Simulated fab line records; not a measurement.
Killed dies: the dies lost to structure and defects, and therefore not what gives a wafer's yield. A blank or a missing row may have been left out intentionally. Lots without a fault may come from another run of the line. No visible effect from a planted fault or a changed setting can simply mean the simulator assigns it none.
Comparing a struck lot with a sound one :: flow n5Finfet :: 13 out of 1938 route steps
Sound: these wafers, L779.2, L779.3, L779.6. Struck: wafer L790.5 (left out: L790.1, L790.6 of the same lot, which were not struck); the cause appears at the end.
Order at every step that has rows: each side's tool, ch and its chambers, its first start. Under that, the readings that differ: sound wafers :: struck wafers :: difference of the means :: sigmas: that difference in standard deviations of wafers without a fault.
alike: readings whose means differ by less than 2 such deviations, and words and numbers that are the same on both sides. not compared: withheld readings, readings that some wafer has no value for, bounds like >300 that may hide the same value, and numbers for which the record gives no deviation and whose values overlap.
A row with sigmas, a row that says differs or no value, or rows on one side alone: a step with any of these is where the two part. When numbers do not overlap yet have no deviation, they are printed without sigmas and do not part them. A reading that every wafer of one side lacks parts them only if that side has two wafers or more.

N5_BEOL_M15_DESCUM_33: chemistry O2, time 7.9 s.
  sound on rieDiel-03 ch 0,3, day 12 02:41; struck on rieDiel-06 ch 0, day 14 02:35
  alike: drypumpMotorCurrentA, oesProductAu, rfVppV, showerheadPlenumPTorr, throttleValvePct
  not compared: rfHoursCounterH
then, 2 steps without rows for these wafers: N5_BEOL_M15_ETCH_61 (etches BARC in N2/H2, target depth 89 nm, overetch 26.7 nm, time 67.9 s); N5_BEOL_M15_TRENCH_ETCH_34 (etches SiO2 in C4F8/O2/Ar, target depth 872.93 nm, time 199 s).
N5_BEOL_M15_STRIP_36: strips in O2.
  sound on rieDiel-01 ch 0,1, day 12 04:49; struck on rieDiel-06 ch 3, day 14 02:54
  alike: drypumpMotorCurrentA, oesProductAu, rfVppV, showerheadPlenumPTorr, throttleValvePct
  not compared: rfHoursCounterH
N5_BEOL_M15_STRIP_62: strips in O2.
  sound on rieDiel-01 ch 0,1; struck on rieDiel-06 ch 3
reading: throttleValvePct (%)
sound: 16.54 16.65 16.63
struck: 16.10
difference: -0.51
sigmas: -2
  alike: drypumpMotorCurrentA, oesProductAu, rfVppV, showerheadPlenumPTorr
  not compared: rfHoursCounterH
then, 5 steps without rows for these wafers: N5_BEOL_M15_STRIP_37 (strips in O2); N5_BEOL_M15_ETCH_38 (etches SiCN in CF4/N2, target depth 106.4 nm, time 120.5 s); N5_BEOL_M15_PRECLEAN_39 (cleans in residue remover, time 60 s); N5_BEOL_M15_SRD_40 (time 30 s, dry time 30 s); N5_BEOL_M15_DEGAS_41 (time 60 s).
N5_BEOL_M15_PRE_CLEAN_42: time 30 s.
  sound on pvdSputter-02, day 12 06:26; struck on pvdSputter-02, day 14 03:39
  alike: heaterPowerW
N5_BEOL_M15_SPUTTER_43: material TaN, target thk 15 nm, time 24.19 s.
  sound on pvdSputter-02, day 12 06:28; struck on pvdSputter-02, day 14 03:41
reading: model.TaN_of_BEOL_M15_SPUTTER_43.thkNm (nm)
sound: 15.4 15.4 15.2
struck: 14.4
difference: -0.9
sigmas: 
  alike: throttleValvePct
N5_BEOL_M15_SPUTTER_44: material Ta, target thk 15 nm, time 24.19 s.
  sound on pvdSputter-02, day 12 06:33; struck on pvdSputter-02, day 14 03:46
  alike: throttleValvePct

WHERE THEY PART
Within this record, at N5_BEOL_M15_STRIP_62 only. Later steps at which nothing parts them and some readings are alike: N5_BEOL_M15_PRE_CLEAN_42, N5_BEOL_M15_SPUTTER_43, N5_BEOL_M15_SPUTTER_44.

WHY: whatever the simulator had introduced
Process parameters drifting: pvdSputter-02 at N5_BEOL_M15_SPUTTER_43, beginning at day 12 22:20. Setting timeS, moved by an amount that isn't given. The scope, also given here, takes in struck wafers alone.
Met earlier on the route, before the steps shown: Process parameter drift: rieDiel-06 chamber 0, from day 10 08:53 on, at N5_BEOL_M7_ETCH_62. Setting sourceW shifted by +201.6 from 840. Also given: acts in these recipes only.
